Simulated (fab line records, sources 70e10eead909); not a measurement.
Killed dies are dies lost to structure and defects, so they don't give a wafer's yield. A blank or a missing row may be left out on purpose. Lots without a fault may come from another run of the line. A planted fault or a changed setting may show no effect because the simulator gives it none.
Which tool did it? | flow nand_harc | 11 lots, 33 wafers sampled, at 5 steps of a route of 1302

WHAT THE GAUGES READ, wafer by wafer
NHARC_END_SORT_01.
lot  | measured     | on        | killed_at_array | killed_at_other | killed_at_periphery | killed_dies | killed_open | killed_short
L939 | day 25 04:04 | prober-02 | 82 81 59        | 0 0 0           | 3 8 8               | 85 89 67    | 5 2 2       | 2 3 2
L941 | day 26 10:28 | prober-01 | 78 59 63        | 0 2 2           | 5 2 1               | 83 63 66    | 1 2 3       | 3 4 1
L944 | day 27 01:59 | prober-02 | 57 43 57        | 0 2 2           | 5 5 4               | 62 50 63    | 5 4 4       | 1 4 0
L945 | day 27 09:34 | prober-01 | 68 59 48        | 1 6 1           | 0 2 3               | 69 67 52    | 3 2 4       | 4 3 1
L951 | day 30 15:02 | prober-01 | 671 675 671     | 0 0 0           | 6 2 6               | 677 677 677 | 4 2 7       | 4 0 3
L953 | day 31 01:58 | prober-02 | 675 675 675     | 1 0 1           | 1 2 1               | 677 677 677 | 3 4 4       | 1 4 0

WHICH TOOL RAN EACH LOT (tool, then ch and the chambers of the sampled wafers, then the start)
lot  | NHARC_A_CONTACT_ETCH_127             | NHARC_A_CONTACT_ETCH_128             | NHARC_A_CONTACT_ETCH_130             | NHARC_A_CONTACT_ETCH_97
L937 | har_cap_etch-01 ch 0,1, day 21 01:07 | har_cap_etch-01 ch 0,1, day 21 01:18 | har_cap_etch-01 ch 0,1, day 21 01:39 | rie_diel-07 ch 0,1,3, no start
L939 | har_cap_etch-03 ch 0,1, day 22 20:00 | har_cap_etch-03 ch 0,1, day 22 20:11 | har_cap_etch-03 ch 0,1, day 22 20:32 | rie_diel-07 ch 0,1,3, day 25 04:04 or earlier
L941 | har_cap_etch-03 ch 0,1, day 23 21:47 | har_cap_etch-03 ch 0,1, day 23 21:58 | har_cap_etch-03 ch 0,1, day 23 22:19 | rie_diel-07 ch 0,1,3, day 26 10:28 or earlier
L943 | har_cap_etch-02 ch 0, day 24 07:47   | har_cap_etch-02 ch 0, day 24 07:58   | har_cap_etch-02 ch 0, day 24 08:19   | rie_diel-04 ch 0,2, no start
L944 | har_cap_etch-01 ch 0,1, day 24 17:38 | har_cap_etch-01 ch 0,1, day 24 17:48 | har_cap_etch-01 ch 0,1, day 24 18:10 | rie_diel-07 ch 0,1,3, day 27 01:59 or earlier
L945 | har_cap_etch-03 ch 0,1, day 24 21:04 | har_cap_etch-03 ch 0,1, day 24 21:14 | har_cap_etch-03 ch 0,1, day 24 21:35 | rie_diel-01 ch 0,2,3, day 27 09:34 or earlier
L946 | har_cap_etch-02 ch 0,1, day 25 10:34 | har_cap_etch-02 ch 0,1, day 25 10:45 | har_cap_etch-02 ch 0,1, day 25 11:06 | rie_diel-01 ch 0,1,2, no start
L951 | har_cap_etch-01 ch 0,1, day 28 07:37 | har_cap_etch-01 ch 0,1, day 28 07:47 | har_cap_etch-01 ch 0,1, day 28 08:08 | rie_diel-01 ch 2,3, day 28 09:37
L953 | har_cap_etch-02 ch 0, day 28 14:56   | har_cap_etch-02 ch 0, day 28 15:06   | har_cap_etch-02 ch 0, day 28 15:28   | rie_diel-07 ch 0,2,3, day 31 01:58 or earlier
L959 | har_cap_etch-03 ch 0,1, day 30 21:43 | har_cap_etch-03 ch 0,1, day 30 21:53 | har_cap_etch-03 ch 0,1, day 30 22:14 | rie_diel-01 ch 0,1,2, day 30 23:41
L960 | har_cap_etch-01 ch 1, day 31 00:33   | har_cap_etch-01 ch 1, day 31 00:43   | har_cap_etch-01 ch 1, day 31 01:04   | rie_diel-04 ch 1,3, no start
- NHARC_A_CONTACT_ETCH_127: etches the open film in C4F8/O2/Ar, time 197 s, target depth 1918 nm.
- NHARC_A_CONTACT_ETCH_128: etches the open film in C4F8/O2/Ar, time 197 s, target depth 1918 nm.
- NHARC_A_CONTACT_ETCH_130: etches the open film in C4F8/O2/Ar, time 197 s, target depth 1918 nm.
- NHARC_A_CONTACT_ETCH_97: etches the open film in C4F6/O2, target depth 20 nm, time 10 s.

WHAT THE TOOLS THEMSELVES READ (means of the sampled wafers that have a number; where no wafer has one, the mark that the record gives instead)
NHARC_A_CONTACT_ETCH_127.
lot  | tool            | chamber_pressure_mTorr (mTorr) | oes_air_line_au (a.u.)
L937 | har_cap_etch-01 | 20.001                         | 1.005
L939 | har_cap_etch-03 | 19.999                         | 1.014
L941 | har_cap_etch-03 | 20.008                         | 0.998
L943 | har_cap_etch-02 | 20.003                         | 1.029
L944 | har_cap_etch-01 | 20.011                         | 0.996
L945 | har_cap_etch-03 | 20.002                         | 0.982
L946 | har_cap_etch-02 | 19.997                         | 1.005
L951 | har_cap_etch-01 | -                              | -
L953 | har_cap_etch-02 | -                              | -
L959 | har_cap_etch-03 | 19.989                         | 0.988
L960 | har_cap_etch-01 | 20.006                         | 0.995

NHARC_A_CONTACT_ETCH_128.
lot  | tool            | chamber_pressure_mTorr (mTorr) | oes_air_line_au (a.u.)
L937 | har_cap_etch-01 | 19.998                         | 0.995
L939 | har_cap_etch-03 | 20.022                         | 1.002
L941 | har_cap_etch-03 | 20.019                         | 1.010
L943 | har_cap_etch-02 | 19.994                         | 1.017
L944 | har_cap_etch-01 | 19.982                         | 1.003
L945 | har_cap_etch-03 | 20.008                         | 0.994
L946 | har_cap_etch-02 | 19.999                         | 0.995
L951 | har_cap_etch-01 | 20.019                         | 1.009
L953 | har_cap_etch-02 | 20.005                         | 0.995
L959 | har_cap_etch-03 | 20.010                         | 1.006
L960 | har_cap_etch-01 | 19.977                         | 0.985

NHARC_A_CONTACT_ETCH_130.
lot  | tool            | chamber_pressure_mTorr (mTorr) | oes_air_line_au (a.u.)
L937 | har_cap_etch-01 | 19.981                         | 0.997
L939 | har_cap_etch-03 | 19.993                         | 0.997
L941 | har_cap_etch-03 | 19.981                         | 1.016
L943 | har_cap_etch-02 | 20.008                         | 0.981
L944 | har_cap_etch-01 | 19.978                         | 0.988
L945 | har_cap_etch-03 | 20.010                         | 0.992
L946 | har_cap_etch-02 | 19.981                         | 0.968
L951 | har_cap_etch-01 | 20.002                         | 0.997
L953 | har_cap_etch-02 | 20.022                         | 1.020
L959 | har_cap_etch-03 | 20.007                         | 1.014
L960 | har_cap_etch-01 | 19.997                         | 1.022

NHARC_A_CONTACT_ETCH_97.
lot  | tool        | bias_w (W) | c4f6_flow_sccm (sccm) | drypump_motor_current_A (A) | mfc_ar_sccm (sccm) | o2_flow_sccm (sccm) | oes_product_au (a.u.) | rf_vpp_V (V) | showerhead_plenum_p_Torr (Torr) | throttle_valve_pct (%)
L937 | rie_diel-07 | 500.5      | 24.96                 | 5.5                         | 500.0              | 19.99               | 1.004                 | 545          | 3.83                            | 26.901
L939 | rie_diel-07 | 499.3      | 24.97                 | 5.5                         | 500.2              | 19.97               | 0.952                 | 544          | 3.83                            | 26.895
L941 | rie_diel-07 | 499.3      | 25.05                 | 5.5                         | 501.5              | 19.95               | 0.955                 | 545          | 3.82                            | 26.904
L943 | rie_diel-04 | 500.0      | 25.08                 | 5.4                         | 500.2              | 20.04               | 0.926                 | 546          | 3.91                            | 26.911
L944 | rie_diel-07 | 498.8      | 24.99                 | 5.6                         | 498.7              | 20.09               | 0.948                 | 545          | 3.82                            | 26.910
L945 | rie_diel-01 | 500.7      | 24.97                 | 5.9                         | 500.0              | 19.97               | 0.947                 | 547          | 3.97                            | 26.904
L946 | rie_diel-01 | 499.2      | 24.96                 | 5.5                         | 499.9              | 20.07               | 1.001                 | 548          | 3.95                            | 26.901
L951 | rie_diel-01 | 497.9      | 25.07                 | 6.2                         | 499.0              | 19.98               | 0.958                 | 545          | 3.78                            | 26.899
L953 | rie_diel-07 | 499.3      | 25.07                 | 5.5                         | 499.5              | 20.02               | 1.005                 | 545          | 3.85                            | 26.903
L959 | rie_diel-01 | 499.6      | 25.02                 | 5.5                         | 497.7              | 19.97               | 0.954                 | 547          | 3.93                            | 26.897
L960 | rie_diel-04 | 499.6      | 25.01                 | 6.1                         | 498.1              | 20.03               | 0.989                 | 551          | 4.08                            | 26.902

THE ANSWER, worked out from the rows above alone
Rule: what is usual is taken from the lots themselves. Put in order of their means at a reading, lots are off if they are a third of the lots or fewer, leave a main group of 4 or more, and stand apart from it by a gap of 3 or more times the standard deviation of the main group's means; of several such gaps the widest counts. A main group whose means are all the same, to the digits that the tables above print for the reading, isn't used. A lot without any number at a reading at which 4 lots or more have one is off too. The other lots that the step has rows for count as sound. The gauges are gone through in route order, then the tools' own readings, and for those a lot's mean is taken as printed above. The first step at which some lot is off is used, and at that step the reading that is off furthest; a lot without a number counts as furthest.
Off: L951, L953, at NHARC_END_SORT_01 (killed_at_array). The main group: mean 63, standard deviation 8.2. Neither off nor sound, because the step has no rows for them: L937, L943, L946, L959, L960.
A tool fits if, at a process step before that reading, it ran every lot that is off, and no sound lot after the first of them. The gauges at NHARC_END_SORT_01 aren't tried: what is off there is off at NHARC_A_CONTACT_ETCH_127 too, on other tools, and a gauge's error can't cause that. NHARC_A_CONTACT_ETCH_97 gives no start for some lots, so the hours and the order of its lots are those of NHARC_END_SORT_01. None of those tried fits.

WHAT THE SIMULATOR HAD PUT IN
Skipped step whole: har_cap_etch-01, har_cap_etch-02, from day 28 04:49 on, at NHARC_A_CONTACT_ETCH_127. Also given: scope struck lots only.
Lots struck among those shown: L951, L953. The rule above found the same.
